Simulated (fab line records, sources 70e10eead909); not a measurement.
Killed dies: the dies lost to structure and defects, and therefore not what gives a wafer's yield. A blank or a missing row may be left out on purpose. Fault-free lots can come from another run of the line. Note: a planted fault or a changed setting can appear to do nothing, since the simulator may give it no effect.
Which tool was responsible?	flow nand_harc	Sampling: 14 lots, 42 wafers, 4 of 1302 route steps

WHAT EACH GAUGE READ, for each wafer
Not one reading of a measure or inspect step in the record can be checked against a usual standard deviation.

EACH LOT AND THE TOOL THAT RAN IT (in order: tool; ch and the chambers of the sampled wafers; start)
lot	NHARC_P_M0_DEGAS_28	NHARC_P_M0_PRE_CLEAN_29	NHARC_P_M1_ETCH_15	NHARC_P_M1_ETCH_28
L581	pvd_sputter-01, day 6 06:33	pvd_sputter-01, day 6 09:51 or earlier	rie_diel-11 ch 1,2, day 6 09:51	rie_diel-06 ch 0,2,3, no start
L582	pvd_sputter-03, day 6 09:45	pvd_sputter-03, day 6 13:28 or earlier	rie_diel-11 ch 0,1, day 6 13:28	rie_diel-09 ch 2,3, no start
L585	pvd_sputter-03, day 7 14:36	pvd_sputter-03, day 7 17:55 or earlier	rie_diel-11 ch 2,3, day 7 17:55	rie_diel-06 ch 0,1, no start
L586	pvd_sputter-01, day 8 06:48	pvd_sputter-01, day 8 09:59 or earlier	rie_diel-06 ch 0,2,3, day 8 09:59	rie_diel-11 ch 0,2,3, no start
L587	pvd_sputter-02, day 8 14:04	pvd_sputter-02, day 8 17:24 or earlier	rie_diel-06 ch 1,2,3, day 8 17:24	rie_diel-06 ch 1,2, no start
L588	pvd_sputter-01, day 8 20:41	pvd_sputter-01, day 8 23:59 or earlier	rie_diel-11 ch 0,2, day 8 23:59	rie_diel-11 ch 0,2, no start
L589	pvd_sputter-02, day 9 07:55	pvd_sputter-02, day 9 11:11 or earlier	rie_diel-06 ch 0,1,2, day 9 11:11	rie_diel-11 ch 0,1, no start
L591	pvd_sputter-03, day 10 02:52	pvd_sputter-03, day 10 06:11 or earlier	rie_diel-06 ch 1,2, day 10 06:11	rie_diel-06 ch 2,3, no start
L592	pvd_sputter-02, day 10 19:33	pvd_sputter-02, day 10 22:59 or earlier	rie_diel-06 ch 0,1,2, day 10 22:59	rie_diel-09 ch 0,1,3, no start
L594	pvd_sputter-01, day 12 04:17	pvd_sputter-01, day 12 07:35 or earlier	rie_diel-11 ch 0,3, day 12 07:35	rie_diel-06 ch 0,1, no start
L596	pvd_sputter-03, day 12 04:55	pvd_sputter-03, day 12 08:14 or earlier	rie_diel-11 ch 1,2,3, day 12 08:14	rie_diel-06 ch 2,3, no start
L595	pvd_sputter-01, day 12 05:49	pvd_sputter-01, day 12 08:59 or earlier	rie_diel-11 ch 0,1,2, day 12 08:59	rie_diel-11 ch 0,2,3, no start
L598	pvd_sputter-02, day 13 02:58	pvd_sputter-02, day 13 06:17 or earlier	rie_diel-06 ch 1,2,3, day 13 06:17	rie_diel-11 ch 0,3, no start
L600	pvd_sputter-03, day 13 23:16	pvd_sputter-03, day 14 02:45 or earlier	rie_diel-11 ch 0,2, day 14 02:45	rie_diel-11 ch 0,2,3, no start
- NHARC_P_M0_DEGAS_28: time 60 s.
- NHARC_P_M0_PRE_CLEAN_29: time 30 s.
- NHARC_P_M1_ETCH_15: etches the open film in C4F8/Ar, target depth 182.5 nm, time 91.2 s.
- NHARC_P_M1_ETCH_28: etches the open film in CF4/N2, target depth 30 nm, time 72.99 s.

WHAT THE TOOLS THEMSELVES READ (means of the sampled wafers that have a number; where no wafer has one, the mark that the record gives instead)
NHARC_P_M0_DEGAS_28. Usual: heater_power_w reads 330 W (standard deviation 28).
lot	tool	heater_power_w (W)	flag
L581	pvd_sputter-01	362	
L582	pvd_sputter-03	341	
L585	pvd_sputter-03	344	
L586	pvd_sputter-01	294	
L587	pvd_sputter-02	344	
L588	pvd_sputter-01	330	
L589	pvd_sputter-02	347	
L591	pvd_sputter-03	326	
L592	pvd_sputter-02	327	
L594	pvd_sputter-01	294	
L596	pvd_sputter-03	342	
L595	pvd_sputter-01	322	
L598	pvd_sputter-02	330	
L600	pvd_sputter-03	332	

NHARC_P_M0_PRE_CLEAN_29. Usual: heater_power_w reads 403 W (standard deviation 34).
lot	tool	heater_power_w (W)	flag
L581	pvd_sputter-01	359	
L582	pvd_sputter-03	415	
L585	pvd_sputter-03	415	
L586	pvd_sputter-01	399	
L587	pvd_sputter-02	407	
L588	pvd_sputter-01	364	
L589	pvd_sputter-02	407	
L591	pvd_sputter-03	416	
L592	pvd_sputter-02	417	
L594	pvd_sputter-01	360	
L596	pvd_sputter-03	417	
L595	pvd_sputter-01	403	
L598	pvd_sputter-02	405	
L600	pvd_sputter-03	417	

NHARC_P_M1_ETCH_15. Usual: oes_product_au 0.958 a.u., standard deviation 0.019; rf_vpp_V 440.8 V, standard deviation 2.5; run_length_s 112.5 s, standard deviation 0.42.
lot	tool	oes_product_au (a.u.)	rf_vpp_V (V)	run_length_s (s)	flag
L581	rie_diel-11	0.947	440.8	112.6	
L582	rie_diel-11	0.966	442.8	112.5	
L585	rie_diel-11	0.913	438.5	112.3	
L586	rie_diel-06	0.957	440.1	112.5	
L587	rie_diel-06	0.977	440.4	112.4	
L588	rie_diel-11	0.961	442.8	112.0	
L589	rie_diel-06	0.976	441.3	112.8	
L591	rie_diel-06	0.975	442.1	112.5	
L592	rie_diel-06	0.958	440.2	112.3	
L594	rie_diel-11	0.973	442.8	112.5	
L596	rie_diel-11	0.959	439.7	112.6	
L595	rie_diel-11	0.966	441.5	105.1	OFF
L598	rie_diel-06	0.968	441.1	112.3	
L600	rie_diel-11	0.938	439.3	104.8	OFF

NHARC_P_M1_ETCH_28. Usual: drypump_motor_current_A 5.9 A, standard deviation 0.34; oes_product_au 0.998 a.u., standard deviation 0.0097; rf_vpp_V 314.1 V, standard deviation 1.9; run_length_s 94.3 s, standard deviation 0.44; showerhead_plenum_p_Torr 2.63 Torr, standard deviation 0.1; throttle_valve_pct 19.793 %, standard deviation 0.0086.
lot	tool	drypump_motor_current_A (A)	oes_product_au (a.u.)	rf_vpp_V (V)	run_length_s (s)	showerhead_plenum_p_Torr (Torr)	throttle_valve_pct (%)	flag
L581	rie_diel-06	6.1	0.995	313.5	94.4	2.57	19.792	
L582	rie_diel-09	5.7	1.006	315.8	94.4	2.67	19.787	
L585	rie_diel-06	5.7	1.009	314.8	94.4	2.70	19.789	
L586	rie_diel-11	5.9	0.996	314.1	94.3	2.62	19.785	
L587	rie_diel-06	5.7	1.009	314.9	94.3	2.68	19.790	
L588	rie_diel-11	6.0	0.993	314.2	93.7	2.59	19.781	
L589	rie_diel-11	5.6	0.997	316.1	94.4	2.73	19.794	
L591	rie_diel-06	6.4	0.993	313.1	94.1	2.57	19.788	
L592	rie_diel-09	5.5	1.016	314.0	94.8	2.62	19.792	
L594	rie_diel-06	5.7	1.009	315.7	94.2	2.70	19.795	
L596	rie_diel-06	6.3	1.002	312.5	94.3	2.56	19.796	
L595	rie_diel-11	5.9	0.995	313.7	94.6	2.62	19.799	
L598	rie_diel-11	5.9	0.999	315.7	94.3	2.72	19.789	
L600	rie_diel-11	5.9	0.988	314.2	94.3	2.61	19.802	

THE ANSWER, worked out from the rows above alone
Rule: a lot counts as off when the mean over its wafers that have a number is more than 3 standard deviations away from the usual mean. A lot without any number at a reading at which 4 lots or more have one is off too. Where the step has rows for the other lots, those lots are counted as sound. After the gauges, taken in route order, come the tools' own readings; for these a lot's mean is taken, as printed above. At the first step where some lot is off, the reading lying furthest off is the one used; lots without a number count as furthest.
Off: L595, L600 (NHARC_P_M1_ETCH_15, run_length_s).
If a tool, at that step or one of the process steps before it, ran each lot that is off and ran no sound lot following the first of them, it fits. NHARC_P_M0_PRE_CLEAN_29: start missing for some lots; hours and lot order therefore follow NHARC_P_M1_ETCH_15. One fits: NHARC_P_M1_ETCH_15 on rie_diel-11. Its last sound lot is L596 (day 12 08:14), its first lot that is off L595 (day 12 08:59): a fault that began between those two fits.
The tool's own readings at NHARC_P_M1_ETCH_15 bear it out: on the lots that are off they differ by more than 5 times the standard deviation of the sound lots' means. run_length_s reads 104.9 s there against 112.4 s on the sound lots.

WHAT THE SIMULATOR HAD INSERTED
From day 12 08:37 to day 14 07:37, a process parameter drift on rie_diel-11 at NHARC_P_M1_ETCH_15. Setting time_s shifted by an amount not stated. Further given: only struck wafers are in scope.
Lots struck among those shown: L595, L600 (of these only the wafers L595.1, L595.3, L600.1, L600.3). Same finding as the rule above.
